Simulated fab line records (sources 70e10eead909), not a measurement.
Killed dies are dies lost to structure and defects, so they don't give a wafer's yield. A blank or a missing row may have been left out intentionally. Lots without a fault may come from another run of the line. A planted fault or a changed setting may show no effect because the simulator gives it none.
Which tool is to blame? | flow nand-harc | 24 lots, 72 wafers sampled, at 3 steps of a route of 1302

WHAT THE GAUGES SHOWED, per wafer
NHARC_A_CONTACT_CD_MEAS_69 targets a cd of 300 nm.
lot  | measured     | on        | cd-nm (nm)
L074 | day 22 07:33 | cd-sem-03 | 300.1 299.5 302.2
L075 | day 22 10:51 | cd-sem-03 | 300.6 299.6 299.5
L076 | day 22 19:32 | cd-sem-01 | 299.1 299.9 300.2
L078 | day 23 06:58 | cd-sem-01 | 301.0 299.5 299.9
L077 | day 23 08:59 | cd-sem-01 | 300.7 299.9 300.6
L080 | day 24 07:49 | cd-sem-01 | 301.0 300.6 299.0
L079 | day 24 11:41 | cd-sem-03 | 300.9 300.3 300.4
L081 | day 24 22:01 | cd-sem-01 | 299.7 300.5 300.0
L082 | day 25 07:39 | cd-sem-02 | 300.8 299.7 299.6
L083 | day 25 08:58 | cd-sem-02 | 300.8 300.0 300.3
L084 | day 26 00:14 | cd-sem-01 | 301.0 300.3 300.5
L085 | day 26 04:49 | cd-sem-01 | 299.9 299.2 299.5
L086 | day 26 19:07 | cd-sem-01 | 300.4 300.4 300.3
L087 | day 26 20:43 | cd-sem-02 | 300.2 299.9 299.4
L088 | day 27 15:40 | cd-sem-02 | 301.6 300.6 300.3
L089 | day 27 15:55 | cd-sem-02 | 300.8 299.5 300.2
L090 | day 28 12:05 | cd-sem-01 | 300.0 299.7 299.3
L091 | day 28 15:49 | cd-sem-02 | 300.4 299.9 299.6
L092 | day 29 19:40 | cd-sem-01 | 299.8 300.1 300.1
L093 | day 29 19:49 | cd-sem-02 | 299.5 299.0 299.9
L094 | day 30 12:28 | cd-sem-03 | 300.5 300.0 301.3
L095 | day 30 15:23 | cd-sem-03 | 301.0 301.5 301.1
L096 | day 31 01:17 | cd-sem-02 | 298.9 300.8 299.3
L097 | day 31 07:22 | cd-sem-01 | 300.6 300.5 299.6

EACH LOT AND THE TOOL THAT RAN IT (in order: tool; ch and the chambers of the sampled wafers; start)
lot  | NHARC_A_CONTACT_ETCH_48            | NHARC_A_CONTACT_ETCH_119
L074 | rie-diel-05 ch 1,2, day 21 18:56   | har-cap-etch-03 ch 0,1, day 21 22:35
L075 | rie-diel-10 ch 0,1,2, day 22 00:37 | har-cap-etch-02 ch 0,1, day 22 03:48
L076 | rie-diel-05 ch 1,3, day 22 09:05   | har-cap-etch-01 ch 0,1, day 22 12:43
L078 | rie-diel-01 ch 1,3, day 22 21:10   | har-cap-etch-03 ch 0,1, day 23 00:20
L077 | rie-diel-10 ch 0,2,3, day 22 21:20 | har-cap-etch-01 ch 0,1, day 23 00:45
L080 | rie-diel-01 ch 0,1,2, day 23 17:56 | har-cap-etch-01 ch 0,1, day 23 21:49
L079 | rie-diel-05 ch 0,1,3, day 23 22:53 | har-cap-etch-02 ch 0,1, day 24 02:02
L081 | rie-diel-10 ch 1,2, day 24 10:37   | har-cap-etch-01 ch 0,1, day 24 13:46
L082 | rie-diel-05 ch 0,3, day 24 21:47   | har-cap-etch-01 ch 0,1, day 25 01:01
L083 | rie-diel-10 ch 1,2,3, day 24 22:34 | har-cap-etch-02 ch 0,1, day 25 01:45
L084 | rie-diel-01 ch 0,1,2, day 25 14:25 | har-cap-etch-01 ch 0,1, day 25 17:35
L085 | rie-diel-01 ch 0,1, day 25 17:09   | har-cap-etch-02 ch 0,1, day 25 20:27
L086 | rie-diel-05 ch 0,2, day 26 04:45   | har-cap-etch-02 ch 0,1, day 26 08:06
L087 | rie-diel-05 ch 0,2,3, day 26 06:15 | har-cap-etch-03 ch 0,1, day 26 09:51
L088 | rie-diel-05 ch 2,3, day 27 03:41   | har-cap-etch-01 ch 0,1, day 27 06:50
L089 | rie-diel-01 ch 0,2,3, day 27 04:05 | har-cap-etch-02 ch 0,1, day 27 07:17
L090 | rie-diel-05 ch 0,2,3, day 28 01:22 | har-cap-etch-01 ch 1, day 28 04:31
L091 | rie-diel-05 ch 0,1, day 28 04:31   | har-cap-etch-03 ch 0,1, day 28 07:43
L092 | rie-diel-05 ch 0,2,3, day 29 06:55 | har-cap-etch-02 ch 0,1, day 29 10:03
L093 | rie-diel-05 ch 0,2,3, day 29 09:35 | har-cap-etch-03 ch 0,1, day 29 12:43
L094 | rie-diel-05 ch 0,1, day 30 02:33   | har-cap-etch-03 ch 0,1, day 30 05:45
L095 | rie-diel-05 ch 0,1,2, day 30 03:04 | har-cap-etch-01 ch 0,1, day 30 06:56
L096 | rie-diel-01 ch 0,1,2, day 30 14:34 | har-cap-etch-01 ch 1, day 30 17:41
L097 | rie-diel-05 ch 1,3, day 30 20:47   | har-cap-etch-02 ch 0,1, day 30 23:59
- NHARC_A_CONTACT_ETCH_48: etches the open film in CF4, target depth 39 nm, time 65 s.
- NHARC_A_CONTACT_ETCH_119: etches the open film in C4F8/O2/Ar, time 190 s, target depth 1850 nm.

AS READ BY THE TOOLS THEMSELVES (means over the sampled wafers that have a number; for cases with no such wafer, the mark the record gives instead)
NHARC_A_CONTACT_ETCH_48.
lot  | tool        | bias-w (W) | drypump-motor-current-A (A) | oes-product-au (a.u.) | rf-vpp-V (V) | showerhead-plenum-p-Torr (Torr) | throttle-valve-pct (%)
L074 | rie-diel-05 | 100.01     | 6.0                         | 0.992                 | 151.0        | 1.76                            | 13.279
L075 | rie-diel-10 | 99.84      | 5.5                         | 1.014                 | 152.6        | 1.85                            | 13.287
L076 | rie-diel-05 | 99.76      | 5.9                         | 0.987                 | 151.5        | 1.81                            | 13.292
L078 | rie-diel-01 | 100.31     | 5.8                         | 1.005                 | 152.1        | 1.82                            | 13.286
L077 | rie-diel-10 | 99.98      | 5.6                         | 1.007                 | 151.2        | 1.86                            | 13.287
L080 | rie-diel-01 | 100.07     | 5.6                         | 1.002                 | 152.2        | 1.79                            | 13.287
L079 | rie-diel-05 | 100.00     | 5.8                         | 1.004                 | 151.3        | 1.80                            | 13.280
L081 | rie-diel-10 | 99.93      | 5.5                         | 1.021                 | 152.3        | 1.86                            | 13.289
L082 | rie-diel-05 | 99.92      | 5.7                         | 1.015                 | 151.5        | 1.80                            | 13.287
L083 | rie-diel-10 | 99.84      | 5.7                         | 1.017                 | 151.7        | 1.82                            | 13.281
L084 | rie-diel-01 | 99.95      | 5.6                         | 1.002                 | 151.6        | 1.79                            | 13.288
L085 | rie-diel-01 | 99.83      | 5.6                         | 1.014                 | 151.7        | 1.74                            | 13.285
L086 | rie-diel-05 | 99.90      | 5.8                         | 1.002                 | 152.0        | 1.75                            | 13.294
L087 | rie-diel-05 | 100.21     | 5.8                         | 1.008                 | 151.2        | 1.77                            | 13.279
L088 | rie-diel-05 | 99.79      | 5.8                         | 1.004                 | 150.7        | 1.78                            | 13.288
L089 | rie-diel-01 | 100.07     | 5.4                         | 0.998                 | 151.2        | 1.83                            | 13.279
L090 | rie-diel-05 | 99.82      | 5.8                         | 0.994                 | 151.2        | 1.76                            | 13.287
L091 | rie-diel-05 | 99.92      | 5.9                         | 0.994                 | 151.3        | 1.78                            | 13.281
L092 | rie-diel-05 | 99.86      | 5.8                         | 0.999                 | 152.0        | 1.76                            | 13.291
L093 | rie-diel-05 | 100.13     | 5.8                         | 0.997                 | 151.7        | 1.76                            | 13.279
L094 | rie-diel-05 | 99.98      | 5.9                         | 0.985                 | 151.8        | 1.78                            | 13.273
L095 | rie-diel-05 | 99.75      | 5.9                         | 1.002                 | 150.0        | 1.74                            | 13.292
L096 | rie-diel-01 | 100.39     | 5.6                         | 1.005                 | 151.9        | 1.77                            | 13.281
L097 | rie-diel-05 | 100.06     | 5.9                         | 0.979                 | 151.8        | 1.79                            | 13.281

THE ANSWER, worked out from the rows above alone
Rule: the usual values come from the lots themselves. The widest of any qualifying gaps counts: lots, ordered by their means at a reading, are off when they make up no more than a third of the lots, leave a main group of 4 or more, and stand apart from it by 3 or more times the standard deviation of that group's means. The tables above print the reading to a certain number of digits; a main group whose means all agree to those digits is not used. A lot without any number at a reading at which 4 lots or more have one is off too. All remaining lots with rows at the step are treated as sound. The gauges are gone through in route order, then the tools' own readings, and for those a lot's mean is taken as printed above. At the first step where some lot is off, the reading lying furthest off is the one used; lots without a number count as furthest.
No lot is off at any reading shown: from this, nothing can be told.

WHAT THE SIMULATOR HAD PUT IN
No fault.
